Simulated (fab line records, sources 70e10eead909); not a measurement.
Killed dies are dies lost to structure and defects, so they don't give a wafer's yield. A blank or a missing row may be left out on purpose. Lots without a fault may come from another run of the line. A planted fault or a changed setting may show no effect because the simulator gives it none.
Chamber matching | flow nand_harc | NHARC_A_CHANNEL_FILL_D1_ALD_02 on ald_hk-03: 4 sister chambers
The step deposits SiO2, target thk 6 nm, pulse time 10 s, ald cycles 60. 14 wafers are shown with their chamber, then 7 later ones without.

WAFERS WITH THEIR CHAMBER
wafer  | chamber | heater_power_w (W) | precursor_pulse_height_rel
L075.3 | 2       | 478                | 0.968
L075.4 | 3       | 524                | 0.981
L075.6 | 3       | 529                | 0.994
L076.1 | 0       | 487                | 1.003
L076.2 | 1       | 473                | 0.991
L076.5 | 2       | 480                | 0.993
L083.3 | 1       | 484                | 1.020
L083.4 | 0       | 454                | 0.999
L083.6 | 0       | 478                | 0.947
L087.1 | 3       | 530                | 0.992
L087.4 | 2       | 512                | 1.014
L087.5 | 3       | 550                | 0.975
L089.4 | 1       | 476                | 1.006
L089.5 | 3       | 531                | 0.975

SIGNATURES (means of the wafers above)
reading                    | chamber 0 | chamber 1 | chamber 2 | chamber 3 | scatter within a chamber
heater_power_w             | 473.00    | 477.67    | 490.00    | 532.80    | 13.3
precursor_pulse_height_rel | 0.98300   | 1.00567   | 0.99167   | 0.98340   | 0.0194
Rule: a wafer's distance from a chamber is the root of the sum, over the readings, of the square of ((its reading less the chamber's mean) divided by the reading's scatter). The wafer belongs to the nearest chamber; if the next one is less than 2 further off, it can't be placed. The scatter: the root of (the sum of the squares of (reading less its chamber's mean) over the shown wafers, divided by (wafers less chambers)).

WAFERS WITHOUT THEIR CHAMBER
wafer  | heater_power_w (W) | precursor_pulse_height_rel
L089.6 | 502                | 1.009
L091.1 | 471                | 1.032
L091.5 | 508                | 0.993
L091.6 | 544                | 0.995
L093.1 | 503                | 1.001
L093.2 | 478                | 0.991
L093.5 | 549                | 0.998

WHICH CHAMBER EACH WENT THROUGH
wafer  | from the rows above               | in truth
L089.6 | can't be placed: 2 or 1 or 0 or 3 | 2
L091.1 | can't be placed: 1 or 2 or 0      | 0
L091.5 | can't be placed: 2 or 3 or 1 or 0 | 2
L091.6 | 3                                 | 3
L093.1 | can't be placed: 2 or 1 or 3 or 0 | 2
L093.2 | can't be placed: 0 or 1 or 2      | 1
L093.5 | 3                                 | 3
Placed correctly: 2 of 7. Can't be placed from these rows: 5 (the true chamber is among the candidates in 5). Placed wrongly: 0.
